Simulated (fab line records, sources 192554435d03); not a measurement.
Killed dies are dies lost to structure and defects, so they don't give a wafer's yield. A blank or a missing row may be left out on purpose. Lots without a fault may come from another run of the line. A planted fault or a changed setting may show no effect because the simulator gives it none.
Split-lot experiment | flow n5_finfet | 7 lots, 39 wafers read, on a route of 1938 steps

THE SPLIT
At N5_HKMG_FIN_ETCH_58 (etches SOC in N2/H2, target depth 215.8 nm, time 741 s), the setting target_depth_a was moved away from the recipe's 2158 angstrom on 12 of the 39 wafers read, by +41.2% to +59.8%. The other wafers ran this setting at the recipe's value.

FROM THE SPLIT TO THE READING: what the file shows between them, 3 steps
- N5_HKMG_FIN_STRIP_93: strips SOC in N2/H2, time 20 s
- N5_HKMG_FIN_WET_ETCH_76: etches Al2O3 in dNH4OH, stops on La2O3, target depth 2.25 nm, rinse time 30 s
- N5_HKMG_FIN_STRIP_60: strips in N2/H2, time 360 s

THE READING
Al2O3_of_HKMG_FIN_ALD_75.thk_nm (the simulator's own value, which no gauge read), in nm, at N5_HKMG_FIN_WET_ETCH_77 (etches La2O3 in dHCl, stops on HfO2, target depth 2 nm). The file gives no usual value for it.

wafer  | tool, chamber at the split | target_depth_a as run, angstrom | against the recipe | Al2O3_of_HKMG_FIN_ALD_75.thk_nm, nm | against lot-mates on the recipe
L074.1 | rie_diel-06, 3             | 2158                            | recipe             | 1                                   | -
L074.3 | rie_diel-06, 1             | 2158                            | recipe             | 1                                   | -
L074.6 | rie_diel-06, 0             | 2158                            | recipe             | 1                                   | -
L074.2 | rie_diel-06, 0             | 3141                            | +45.6%             | 0.4                                 | -0.6
L074.4 | rie_diel-06, 2             | 3141                            | +45.6%             | 0.2                                 | -0.8
L074.5 | rie_diel-06, 3             | 3141                            | +45.6%             | 0.6                                 | -0.4
L075.1 | rie_diel-01, 3             | 3047                            | +41.2%             | 0.6                                 | -0.4
L075.2 | rie_diel-01, 0             | 3047                            | +41.2%             | 0.4                                 | -0.6
L075.4 | rie_diel-01, 1             | 3047                            | +41.2%             | 0.4                                 | -0.6
L075.3 | rie_diel-01, 2             | 2158                            | recipe             | 1                                   | -
L075.5 | rie_diel-01, 1             | 2158                            | recipe             | 1                                   | -
L075.6 | rie_diel-01, 0             | 2158                            | recipe             | 1                                   | -
L077.3 | rie_diel-03, 0             | 2158                            | recipe             | 1                                   | -
L077.4 | rie_diel-03, 1             | 2158                            | recipe             | 1                                   | -
L077.5 | rie_diel-03, 0             | 2158                            | recipe             | 1                                   | -
L085.1 | rie_diel-03, 2             | 2158                            | recipe             | 1                                   | -
L085.2 | rie_diel-03, 0             | 2158                            | recipe             | 1                                   | -
L085.3 | rie_diel-03, 3             | 2158                            | recipe             | 1                                   | -
L085.4 | rie_diel-03, 1             | 2158                            | recipe             | 1                                   | -
L085.5 | rie_diel-03, 3             | 2158                            | recipe             | 1                                   | -
L085.6 | rie_diel-03, 2             | 2158                            | recipe             | 1                                   | -
L089.1 | rie_diel-03, 3             | 2158                            | recipe             | 1                                   | -
L089.2 | rie_diel-03, 1             | 2158                            | recipe             | 1                                   | -
L089.3 | rie_diel-03, 0             | 2158                            | recipe             | 1                                   | -
L089.4 | rie_diel-03, 2             | 3142                            | +45.6%             | 0.8                                 | -0.2
L089.6 | rie_diel-03, 2             | 3142                            | +45.6%             | 0.8                                 | -0.2
L089.5 | rie_diel-03, 1             | 3142                            | +45.6%             | 0.6                                 | -0.4
L093.1 | rie_diel-03, 2             | 3448                            | +59.8%             | 0.2                                 | -0.8
L093.2 | rie_diel-03, 0             | 3448                            | +59.8%             | 0                                   | -1.0
L093.3 | rie_diel-03, 3             | 3448                            | +59.8%             | 0                                   | -1.0
L093.4 | rie_diel-03, 1             | 2158                            | recipe             | 1                                   | -
L093.5 | rie_diel-03, 0             | 2158                            | recipe             | 1                                   | -
L093.6 | rie_diel-03, 3             | 2158                            | recipe             | 1                                   | -
L097.1 | rie_diel-06, 1             | 2158                            | recipe             | 1                                   | -
L097.2 | rie_diel-06, 0             | 2158                            | recipe             | 1                                   | -
L097.3 | rie_diel-06, 2             | 2158                            | recipe             | 1                                   | -
L097.4 | rie_diel-06, 3             | 2158                            | recipe             | 1                                   | -
L097.5 | rie_diel-06, 2             | 2158                            | recipe             | 1                                   | -
L097.6 | rie_diel-06, 1             | 2158                            | recipe             | 1                                   | -

THE FIT
A straight line over all 39 wafers: Al2O3_of_HKMG_FIN_ALD_75.thk_nm changes by -0.0126 nm for each +1% of target_depth_a; r = -0.92; the points scatter about the line by 0.12 nm.
The same after taking each lot's own level away (the mean of its wafers on the recipe; 39 wafers): -0.0126 nm for each +1%; r = -0.92; scatter 0.12 nm.
On that fit, the largest move of target_depth_a shifts the reading by 0.75 nm.
The lots' own levels span 1.00 to 1.00 nm.
So the lot-to-lot level changes the slope little: the two slopes agree.
Check: with one of the wafers moved furthest among these (+59.8%) left out of the fit, the line predicts -0.737 nm for it against its lot-mates. It came out at -0.8 nm against them.

OTHER SPLITS ON THESE WAFERS
These wafers also went through other splits before the reading. Each is held against what the fit with the lots' levels taken away leaves over:
other split on the same wafers                 | wafers away from the commonest value | r with Al2O3_of_HKMG_FIN_ALD_75.thk_nm (lot level and that fit taken away)
N5_PMOS_HMC_CHANNEL_EPI_HM_DEP_34 target_thk_a | 18                                   | +0.26
N5_FIN_CUT_CUT_ETCH_26 time_s                  | 15                                   | +0.08
N5_SD_EPI_P_EPI_21 time_s                      | 12                                   | -0.39

THE WHOLE CHAIN: every reading that the file lists as answering this split, in the file's order
step                    | what it does                                           | reading                                                                          | change (the file's fit)                | r (the file's)
N5_HKMG_FIN_ETCH_58     | etches SOC in N2/H2, target depth 215.8 nm, time 741 s | HKMG_FIN.feature_depth_nm (the simulator's own value, which no gauge read)       | +2.11 nm for each +1% of the setting   | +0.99
N5_HKMG_FIN_ETCH_58     | etches SOC in N2/H2, target depth 215.8 nm, time 741 s | etch.depth_nm (the simulator's own value, which no gauge read)                   | +2.11 nm for each +1% of the setting   | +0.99
N5_HKMG_FIN_ETCH_58     | etches SOC in N2/H2, target depth 215.8 nm, time 741 s | SOC_of_HKMG_FIN_COAT_41.thk_nm (the simulator's own value, which no gauge read)  | -1.73 nm for each +1% of the setting   | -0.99
N5_HKMG_FIN_STRIP_93    | strips SOC in N2/H2, time 20 s                         | SOC_of_HKMG_FIN_COAT_41.thk_nm (the simulator's own value, which no gauge read)  | -1.53 nm for each +1% of the setting   | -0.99
N5_HKMG_FIN_STRIP_93    | strips SOC in N2/H2, time 20 s                         | Al2O3_of_HKMG_FIN_ALD_75.thk_nm (the simulator's own value, which no gauge read) | -0.0115 nm for each +1% of the setting | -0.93
N5_HKMG_FIN_WET_ETCH_77 | etches La2O3 in dHCl, stops on HfO2, target depth 2 nm | Al2O3_of_HKMG_FIN_ALD_75.thk_nm (the simulator's own value, which no gauge read) | -0.0124 nm for each +1% of the setting | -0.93

THE FILE'S OWN FIT
Al2O3_of_HKMG_FIN_ALD_75.thk_nm changes by -0.0124 nm for each +1% of target_depth_a, r = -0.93.
